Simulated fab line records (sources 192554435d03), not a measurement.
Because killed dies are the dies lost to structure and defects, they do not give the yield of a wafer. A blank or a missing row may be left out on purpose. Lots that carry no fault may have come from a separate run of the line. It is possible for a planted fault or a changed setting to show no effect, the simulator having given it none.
What tool caused it?	flow n5-finfet	Sampling: 7 lots, 21 wafers, 7 of 1938 route steps

== WHAT THE GAUGES READ, wafer by wafer ==
N5_BEOL_M6_INSPECT_58: inspects for defects (darkfield).
lot	measured	on	raw-defect-count
L707	day 9 11:50	defect-inspect-01	44 58 51
L711	day 10 07:26	defect-inspect-01	78 53 60
L721	day 13 02:51	defect-inspect-01	135 63 83
L722	day 13 13:43	defect-inspect-01	102 63 88
L725	day 14 04:17	defect-inspect-01	75 95 112
L726	day 14 04:39	defect-inspect-01	108 77 80
L727	day 14 20:41	defect-inspect-01	50 73 39

N5_BEOL_M7_CD_MEAS_11: the cd target is 38.5 nm.
lot	measured	on	cd-nm (nm)
L707	day 9 13:04	cd-sem-03	38.1 38.7 37.7
L711	day 10 08:49	cd-sem-01	39.0 39.0 39.0
L721	day 13 04:28	cd-sem-02	42.0 42.8 42.9
L722	day 13 15:41	cd-sem-03	38.4 38.2 38.3
L725	day 14 07:17	cd-sem-01	40.4 40.8 40.9
L726	day 14 07:07	cd-sem-02	38.8 37.9 37.6
L727	day 14 23:07	cd-sem-01	39.0 38.3 38.4

N5_BEOL_M7_CD_MEAS_18: pitch 80 nm, target cd 40 nm.
lot	measured	on	cd-nm (nm)
L707	day 9 13:37	cd-sem-03	39.9 40.5 39.2
L711	day 10 09:27	cd-sem-03	39.9 40.4 40.6
L721	day 13 05:10	cd-sem-01	43.7 44.6 44.7
L722	day 13 16:16	cd-sem-03	39.0 39.6 39.3
L725	day 14 07:50	cd-sem-02	42.0 42.4 42.1
L726	day 14 07:40	cd-sem-02	41.0 39.3 38.8
L727	day 14 23:58	cd-sem-03	40.5 39.5 39.8

N5_BEOL_M15_RC_MEAS_101.
lot	measured	on	COMB_M10 (S/m)	COMB_M10_max_site (S/m)	COMB_M11 (S/m)	COMB_M12 (S/m)	COMB_M13 (S/m)	COMB_M14 (S/m)	COMB_M15 (S/m)	COMB_M5 (S/m)	COMB_M6 (S/m)	COMB_M7 (S/m)	COMB_M7_max_site (S/m)	COMB_M8 (S/m)	COMB_M9 (S/m)	SERP_M10 (ohm/um)	SERP_M11 (ohm/um)	SERP_M12 (ohm/um)	SERP_M13 (ohm/um)	SERP_M14 (ohm/um)	SERP_M5 (ohm/um)	SERP_M6 (ohm/um)	SERP_M6_max_site (ohm/um)	SERP_M7 (ohm/um)	SERP_M7_max_site (ohm/um)	SERP_M8 (ohm/um)	SERP_M9 (ohm/um)
L707	day 12 04:44	prober-01	9.1e-12 1.55e-11 1.52e-11	1.6e-11 1.9e-11 2.4e-11	1.57e-11 1.02e-11 1.2e-11	7.1e-12 6.6e-12 5.6e-12	4.8e-12 3.3e-12 6e-12	3.1e-12 3.6e-12 4e-12	1.9e-12 1.7e-12 1.7e-12	4e-11 2.6e-11 3.5e-11	3.3e-11 3.1e-11 2.4e-11	2.3e-11 2.4e-11 2.3e-11	4e-11 3.2e-11 3e-11	2e-11 2.6e-11 2.5e-11	1.41e-11 1.6e-11 2.01e-11	3.07 3.10 3.09	3.17 3.21 3.13	0.638 0.634 0.636	0.326 0.303 0.311	0.169 0.160 0.162	38.6 39.4 41.5	14.2 14.9 13.9	15.0 16.0 14.5	14.0 13.5 14.3	14.3 14.6 14.6	14.0 13.5 14.3	3.10 3.09 3.13
L711	day 13 02:43	prober-01	1.8e-11 1.24e-11 1.28e-11	2.2e-11 2.6e-11 1.8e-11	9.2e-12 1.66e-11 1.57e-11	5.4e-12 4.9e-12 5.8e-12	5.3e-12 3.2e-12 3.2e-12	2.7e-12 3.6e-12 3.3e-12	1.9e-12 2.2e-12 2.2e-12	3.1e-11 4.4e-11 4.7e-11	2.4e-11 2e-11 3e-11	2.2e-11 1.9e-11 1.7e-11	3e-11 2.8e-11 3e-11	2.5e-11 2.9e-11 1.9e-11	1.55e-11 2.16e-11 1.96e-11	3.14 3.12 3.17	2.99 3.09 3.08	0.608 0.646 0.613	0.315 0.301 0.313	0.163 0.166 0.164	39.4 40.8 39.0	14.4 13.9 14.1	15.0 14.6 14.8	13.1 13.4 13.5	13.3 14.2 14.1	14.2 13.6 13.3	3.17 3.09 3.18
L721	day 16 00:04	prober-02	1.72e-11 1.39e-11 1.69e-11	2.2e-11 1.7e-11 2.1e-11	1.27e-11 1.33e-11 1.94e-11	7e-12 7.4e-12 7.8e-12	4.2e-12 4.1e-12 6.2e-12	4.3e-12 2.7e-12 3.6e-12	2.9e-12 3.5e-12 3.5e-12	4.1e-11 4.1e-11 3.7e-11	2.3e-11 2.7e-11 2.3e-11	2.6e-11 2.6e-11 2.4e-11	4e-11 4e-11 3.7e-11	2.6e-11 2.4e-11 2.4e-11	1.58e-11 1.86e-11 1.87e-11	3.16 2.98 3.04	3.02 2.99 2.98	0.633 0.649 0.659	0.306 0.303 0.314	0.161 0.163 0.158	38.8 42.0 39.4	13.7 14.3 15.0	14.3 14.6 15.2	11.9 11.7 11.5	12.3 12.0 11.7	14.1 13.7 13.3	3.08 3.03 3.08
L722	day 16 14:12	prober-02	1.2e-11 1.34e-11 1.22e-11	2.2e-11 2.1e-11 1.6e-11	1.66e-11 1.54e-11 1.68e-11	5.7e-12 6.5e-12 6.8e-12	6.4e-12 5.9e-12 5.2e-12	4.2e-12 3.9e-12 2.7e-12	2.8e-12 3.3e-12 2.8e-12	3.9e-11 4e-11 4.4e-11	2.3e-11 2.2e-11 3.1e-11	3.7e-11 2.2e-11 2.6e-11	4.8e-11 3.3e-11 3.5e-11	3.6e-11 2.8e-11 2.6e-11	1.43e-11 2e-11 1.97e-11	3.10 3.00 3.16	3.27 3.01 3.05	0.663 0.664 0.656	0.302 0.309 0.311	0.166 0.161 0.168	41.2 42.2 40.0	14.6 15.2 14.4	15.4 15.9 14.8	14.7 13.7 14.9	16.1 14.2 15.6	14.4 14.3 14.4	2.81 2.84 3.04
L725	day 16 22:53	prober-02	1.93e-11 1.36e-11 1.75e-11	2.6e-11 2e-11 3.2e-11	1.15e-11 1.32e-11 1.18e-11	7.7e-12 6.3e-12 6.2e-12	5.1e-12 7.2e-12 4.9e-12	3.2e-12 3.9e-12 3.8e-12	3e-12 1.9e-12 3.6e-12	3.1e-11 2.9e-11 3.5e-11	4.6e-11 3.4e-11 3.7e-11	2.3e-11 2.1e-11 1.7e-11	3.9e-11 3.3e-11 2.6e-11	2.3e-11 2.4e-11 3e-11	1.67e-11 1.59e-11 1.58e-11	3.02 3.13 3.17	3.03 3.15 3.15	0.644 0.658 0.643	0.306 0.299 0.311	0.164 0.162 0.168	39.5 40.8 40.0	14.2 13.0 13.7	14.6 13.6 13.9	12.6 11.9 13.0	13.0 12.2 13.8	14.4 13.6 14.4	3.02 3.06 3.11
L726	day 16 21:32	prober-02	1.43e-11 1.07e-11 1.19e-11	2e-11 1.6e-11 1.6e-11	1.28e-11 1.46e-11 1.31e-11	6.7e-12 6.2e-12 4.6e-12	5.1e-12 6.6e-12 5.9e-12	4.8e-12 3.4e-12 4.6e-12	2.8e-12 2.5e-12 2.6e-12	4.1e-11 2.7e-11 2.3e-11	2.2e-11 2.3e-11 3.2e-11	2.5e-11 3.1e-11 2.7e-11	3.7e-11 5.2e-11 4.2e-11	2.5e-11 2.6e-11 2.9e-11	1.29e-11 1.95e-11 1.95e-11	3.08 2.99 2.95	3.03 2.94 3.08	0.659 0.622 0.631	0.327 0.302 0.319	0.159 0.161 0.162	42.8 40.5 41.2	14.8 15.5 14.2	15.1 16.0 14.7	13.0 14.3 14.4	13.6 15.1 15.4	14.3 13.8 14.0	3.03 3.03 3.02
L727	day 18 00:25	prober-01	1.32e-11 1.2e-11 9.2e-12	2.3e-11 1.4e-11 1.2e-11	1.39e-11 1.52e-11 1.29e-11	4.7e-12 4.9e-12 7.6e-12	6.3e-12 4.3e-12 3.8e-12	3.1e-12 3.3e-12 3.2e-12	1.1e-12 2e-12 1.8e-12	3.5e-11 2.4e-11 4.5e-11	2.2e-11 3.2e-11 2.5e-11	2.1e-11 2.8e-11 2e-11	3.5e-11 4.2e-11 3e-11	2.5e-11 2.4e-11 2.7e-11	1.19e-11 1.57e-11 1.57e-11	3.05 3.04 3.05	3.05 3.05 2.99	0.624 0.639 0.613	0.313 0.310 0.302	0.157 0.172 0.165	36.1 37.4 35.1	14.0 13.9 14.8	14.8 14.9 15.2	13.2 14.1 13.7	13.4 14.4 14.8	14.0 14.0 12.7	3.11 2.99 3.05

== WHAT TOOL EACH LOT RAN ON (gives the tool, then ch and the chambers of the sampled wafers, and finally the start) ==
lot	N5_BEOL_M7_ILD_DEP_00	N5_BEOL_M7_EXPOSE_08	N5_BEOL_M7_ETCH_61
L707	pecvd-04 ch 0,1,2, day 9 11:52	arfi-scanner-03 ch 0, day 9 12:56	rie-diel-03 ch 1,2,3, day 9 13:11
L711	pecvd-03 ch 0,1,2, day 10 07:29	arfi-scanner-03 ch 0, day 10 08:41	rie-diel-01 ch 2,3, day 10 08:56
L721	pecvd-04 ch 1,2, day 13 02:53	arfi-scanner-03 ch 0, day 13 04:20	rie-diel-03 ch 0,2,3, day 13 04:43
L722	pecvd-03 ch 1,2, day 13 13:44	arfi-scanner-02 ch 0, day 13 15:34	rie-diel-06 ch 0,3, day 13 15:50
L725	pecvd-01 ch 0,2, day 14 04:19	arfi-scanner-03 ch 0, day 14 07:10	rie-diel-01 ch 0,2, day 14 07:24
L726	pecvd-01 ch 0,2, day 14 04:41	arfi-scanner-01 ch 0, day 14 06:59	rie-diel-06 ch 0,1, day 14 07:14
L727	pecvd-01 ch 0,1,2, day 14 20:44	arfi-scanner-02 ch 0, day 14 23:01	rie-diel-01 ch 0,2,3, day 14 23:29
- N5_BEOL_M7_ILD_DEP_00: deposits SiCOH lowk from DEMS/porogen, target thk 179.75 nm, time 33.4 s.
- N5_BEOL_M7_EXPOSE_08: exposes mask M7.
- N5_BEOL_M7_ETCH_61: etches SiARC in CF4, target depth 45.5 nm, time 75.8 s.

== AS READ BY THE TOOLS THEMSELVES (means over the sampled wafers that have a number; for cases with no such wafer, the mark the record gives instead) ==
N5_BEOL_M7_ILD_DEP_00.
lot	tool	heater-power-w (W)	showerhead-plenum-p-Torr (Torr)	throttle-valve-pct (%)
L707	pecvd-04	278	5.756	13.4
L711	pecvd-03	257	5.740	13.9
L721	pecvd-04	265	5.751	13.0
L722	pecvd-03	256	5.724	14.3
L725	pecvd-01	355	5.738	13.4
L726	pecvd-01	358	5.746	13.4
L727	pecvd-01	323	5.749	13.8

N5_BEOL_M7_EXPOSE_08.
lot	tool	exposure-dose-mJ-cm2
L707	arfi-scanner-03	68.23
L711	arfi-scanner-03	68.20
L721	arfi-scanner-03	72.21
L722	arfi-scanner-02	68.26
L725	arfi-scanner-03	71.42
L726	arfi-scanner-01	68.04
L727	arfi-scanner-02	68.22

N5_BEOL_M7_ETCH_61.
lot	tool	chamber-pressure-mTorr (mTorr)	drypump-motor-current-A (A)	etch-rf-on-time-s (s)	oes-product-au (a.u.)	rf-vpp-V (V)	showerhead-plenum-p-Torr (Torr)	throttle-valve-pct (%)
L707	rie-diel-03	40.00	5.7	76.3	0.63	184.6	2.17	15.51
L711	rie-diel-01	40.00	6.1	74.2	0.65	182.4	2.05	15.67
L721	rie-diel-03	40.01	5.4	75.0	0.70	184.7	2.16	15.40
L722	rie-diel-06	39.99	5.5	75.3	0.70	184.4	2.19	15.70
L725	rie-diel-01	40.00	5.8	73.0	0.78	185.1	2.25	15.49
L726	rie-diel-06	40.01	5.8	76.5	0.71	183.2	2.10	15.49
L727	rie-diel-01	39.97	5.8	75.2	0.71	184.5	2.18	15.53

== THE ANSWER, worked out from the rows above alone ==
Rule: the usual values come from the lots themselves. Put in order of their means at a reading, lots are off if they are a third of the lots or fewer, leave a main group of 4 or more, and stand apart from it by a gap of 3 or more times the standard deviation of the main group's means; of several such gaps the widest counts. A main group whose means are all the same, to the digits that the tables above print for the reading, isn't used. Also off: a lot with no number at a reading for which 4 or more lots have one. Where the step has rows for the other lots, those lots are counted as sound. First the gauges in route order, then the tools' own readings, where a lot's mean is used as printed above. The first step at which some lot is off is used, and at that step the reading that is off furthest; a lot without a number counts as furthest.
Off: L721, L725 (N5_BEOL_M7_CD_MEAS_11, cd-nm). For the main group the mean is 38.4 nm and the standard deviation 0.33.
If a tool, at a process step before that reading, ran all the lots that are off and no sound lot after the first of them, it fits. Not tried: the gauges at N5_BEOL_M7_CD_MEAS_11; whatever is off there is also off at N5_BEOL_M7_EXPOSE_08, on other tools, and gauge error can't account for it. One fits: arfi-scanner-03 at N5_BEOL_M7_EXPOSE_08. Its last sound lot is L711 (day 10 08:41), its first lot that is off L721 (day 13 04:20): a fault that began between those two fits.
The tool's own readings at N5_BEOL_M7_EXPOSE_08 bear it out: on the lots that are off they differ by more than 5 times the standard deviation of the sound lots' means. exposure-dose-mJ-cm2 reads 71.81 there against 68.19 on the sound lots.

== WHAT THE SIMULATOR HAD INSERTED ==
Process parameters drifting: arfi-scanner-03 at N5_BEOL_M7_EXPOSE_08, beginning at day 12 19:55. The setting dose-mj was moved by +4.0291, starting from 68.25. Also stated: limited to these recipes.
Lots struck among those shown: L721, L725. The same result came from the rule above.
